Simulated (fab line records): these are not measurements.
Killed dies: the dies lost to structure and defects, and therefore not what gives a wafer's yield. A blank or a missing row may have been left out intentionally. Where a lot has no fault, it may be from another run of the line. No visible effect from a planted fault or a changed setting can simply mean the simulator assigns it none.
Split-lot experiment / flow n5-finfet / on a route of 1938 steps: 7 lots, 21 wafers read

## SPLIT DETAILS
At N5_BEOL_M12_TRENCH_ETCH_34 (etches SiOC in C4F8/O2/Ar, target depth 318.95 nm, time 125.5 s), the setting time-s was moved away from the recipe's 125.5 s on 7 of the 21 wafers read, by -20.9% to +21.9%. All remaining wafers had this setting at the recipe value.

## FROM THE SPLIT TO THE READING: what the file shows between them, 8 steps
- N5_BEOL_M12_STRIP_70: strips in C4F8/O2/Ar
- N5_BEOL_M12_OCD_MEAS_35
- N5_BEOL_M12_SPUTTER_45: material Cu, target thk 80 nm, time 13.33 s (also split here: time-s)
- N5_BEOL_M12_ECD_47: material Cu, target thk 720 nm
- N5_BEOL_M12_ANNEAL_48: time 90 s
- N5_BEOL_M12_CMP_49: polishes, stops on SiOC, t overpolish 20.6 s, target thk 320 nm
- N5_BEOL_M12_PRE_CLEAN_52: time 15 s
- N5_BEOL_M12_DEP_53: deposits SiCN from 3MS/NH3, target thk 30 nm, time 10.5 s

## THE READING
Measured at N5_BEOL_M12_RS_MEAS_54 by four-point probe: M12_RS, in ohm/sq. On this fab line, fault-free wafers typically give 0.0599 ohm/sq with a standard deviation of 0.0013 ohm/sq.

wafer=L077.1; tool, chamber at the split=rie-diel-04, 3; time-s as run, s=136; against the recipe=+8.4%; M12_RS, ohm/sq=0.0548; against lot-mates on the recipe=-0.0039
wafer=L077.5; tool, chamber at the split=rie-diel-04, 3; time-s as run, s=125.5; against the recipe=recipe; M12_RS, ohm/sq=0.0587; against lot-mates on the recipe=-
wafer=L077.6; tool, chamber at the split=rie-diel-04, 0; time-s as run, s=136; against the recipe=+8.4%; M12_RS, ohm/sq=0.0566; against lot-mates on the recipe=-0.0021
wafer=L080.1; tool, chamber at the split=rie-diel-04, 3; time-s as run, s=125.5; against the recipe=recipe; M12_RS, ohm/sq=0.0593; against lot-mates on the recipe=-
wafer=L080.3; tool, chamber at the split=rie-diel-04, 1; time-s as run, s=99.26; against the recipe=-20.9%; M12_RS, ohm/sq=0.0769; against lot-mates on the recipe=+0.0173
wafer=L080.6; tool, chamber at the split=rie-diel-04, 2; time-s as run, s=125.5; against the recipe=recipe; M12_RS, ohm/sq=0.0599; against lot-mates on the recipe=-
wafer=L081.1; tool, chamber at the split=rie-diel-01, 3; time-s as run, s=125.5; against the recipe=recipe; M12_RS, ohm/sq=0.0590; against lot-mates on the recipe=-
wafer=L081.2; tool, chamber at the split=rie-diel-01, 2; time-s as run, s=125.5; against the recipe=recipe; M12_RS, ohm/sq=0.0599; against lot-mates on the recipe=-
wafer=L081.5; tool, chamber at the split=rie-diel-01, 2; time-s as run, s=113.5; against the recipe=-9.6%; M12_RS, ohm/sq=0.0664; against lot-mates on the recipe=+0.0069
wafer=L082.2; tool, chamber at the split=rie-diel-01, 0; time-s as run, s=125.5; against the recipe=recipe; M12_RS, ohm/sq=0.0623; against lot-mates on the recipe=-
wafer=L082.3; tool, chamber at the split=rie-diel-01, 3; time-s as run, s=153; against the recipe=+21.9%; M12_RS, ohm/sq=0.0489; against lot-mates on the recipe=-0.0126
wafer=L082.4; tool, chamber at the split=rie-diel-01, 3; time-s as run, s=125.5; against the recipe=recipe; M12_RS, ohm/sq=0.0606; against lot-mates on the recipe=-
wafer=L086.2; tool, chamber at the split=rie-diel-05, 0; time-s as run, s=138.4; against the recipe=+10.3%; M12_RS, ohm/sq=0.0538; against lot-mates on the recipe=-0.0052
wafer=L086.5; tool, chamber at the split=rie-diel-05, 0; time-s as run, s=125.5; against the recipe=recipe; M12_RS, ohm/sq=0.0590; against lot-mates on the recipe=-
wafer=L086.6; tool, chamber at the split=rie-diel-05, 3; time-s as run, s=138.4; against the recipe=+10.3%; M12_RS, ohm/sq=0.0525; against lot-mates on the recipe=-0.0065
wafer=L091.3; tool, chamber at the split=rie-diel-05, 1; time-s as run, s=125.5; against the recipe=recipe; M12_RS, ohm/sq=0.0597; against lot-mates on the recipe=-
wafer=L091.4; tool, chamber at the split=rie-diel-05, 2; time-s as run, s=125.5; against the recipe=recipe; M12_RS, ohm/sq=0.0631; against lot-mates on the recipe=-
wafer=L091.6; tool, chamber at the split=rie-diel-05, 3; time-s as run, s=125.5; against the recipe=recipe; M12_RS, ohm/sq=0.0598; against lot-mates on the recipe=-
wafer=L093.2; tool, chamber at the split=rie-diel-05, 1; time-s as run, s=125.5; against the recipe=recipe; M12_RS, ohm/sq=0.0593; against lot-mates on the recipe=-
wafer=L093.3; tool, chamber at the split=rie-diel-05, 0; time-s as run, s=125.5; against the recipe=recipe; M12_RS, ohm/sq=0.0590; against lot-mates on the recipe=-
wafer=L093.5; tool, chamber at the split=rie-diel-05, 0; time-s as run, s=125.5; against the recipe=recipe; M12_RS, ohm/sq=0.0587; against lot-mates on the recipe=-

FIT RESULTS
A straight line over all 21 wafers: M12_RS changes by -0.000647 ohm/sq for each +1% of time-s; r = -0.96; the points scatter about the line by 0.0016 ohm/sq.
The same after taking each lot's own level away (the mean of its wafers on the recipe; 21 wafers): -0.000655 ohm/sq for each +1%; r = -0.97; scatter 0.0014 ohm/sq.
According to that fit, moving time-s by its largest amount changes the reading by 0.014 ohm/sq.
The span of the lots' own levels, 0.05870 to 0.06145 ohm/sq, comes to 2.1 times the standard deviation stated above.
Hence the lot-to-lot level has little effect on the slope; both slopes agree.
Check: for one of the wafers moved furthest among these (+21.9%), held out of the fit, the line's prediction against its lot-mates is -0.0144 ohm/sq. Against them it came out at -0.0126 ohm/sq.

## OTHER SPLITS APPLIED TO THESE WAFERS
Note: prior to the reading, these wafers also went through further splits. Each is held against what the fit with the lots' levels taken away leaves over:
other split on the same wafers=N5_BEOL_M9_TRENCH_ETCH_37 time-s; wafers away from the commonest value=7; r with M12_RS (lot level and that fit taken away)=+0.22
other split on the same wafers=N5_BEOL_M11_PECVD_70 time-s; wafers away from the commonest value=5; r with M12_RS (lot level and that fit taken away)=-0.06
other split on the same wafers=N5_BEOL_M11_EXPOSE_25 dose-mj; wafers away from the commonest value=9; r with M12_RS (lot level and that fit taken away)=+0.12
other split on the same wafers=N5_BEOL_M12_SPUTTER_45 time-s; wafers away from the commonest value=8; r with M12_RS (lot level and that fit taken away)=-0.12

## THE WHOLE CHAIN: every reading that the file lists as answering this split, in the file's order
step=N5_BEOL_M12_TRENCH_ETCH_34; what it does=etches SiOC in C4F8/O2/Ar, target depth 318.95 nm, time 125.5 s; reading=etch.depth-nm (the simulator's own value, which no gauge read); change (the file's fit)=+3.23 nm for each +1% of the setting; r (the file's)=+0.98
step=N5_BEOL_M12_OCD_MEAS_35; what it does=; reading=trench-depth-nm; change (the file's fit)=+3.23 nm for each +1% of the setting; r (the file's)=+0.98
step=N5_BEOL_M12_CMP_49; what it does=polishes, stops on SiOC, t overpolish 20.6 s, target thk 320 nm; reading=Cu_of_BEOL_M12_ECD_47.thk-nm (the simulator's own value, which no gauge read); change (the file's fit)=+3.25 nm for each +1% of the setting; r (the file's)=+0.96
step=N5_BEOL_M12_RS_MEAS_54; what it does=measures by four-point-probe; reading=M12_RS; change (the file's fit)=-0.000666 for each +1% of the setting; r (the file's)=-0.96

## FILE'S OWN FIT
M12_RS changes by -0.000666 ohm/sq for each +1% of time-s, r = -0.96.
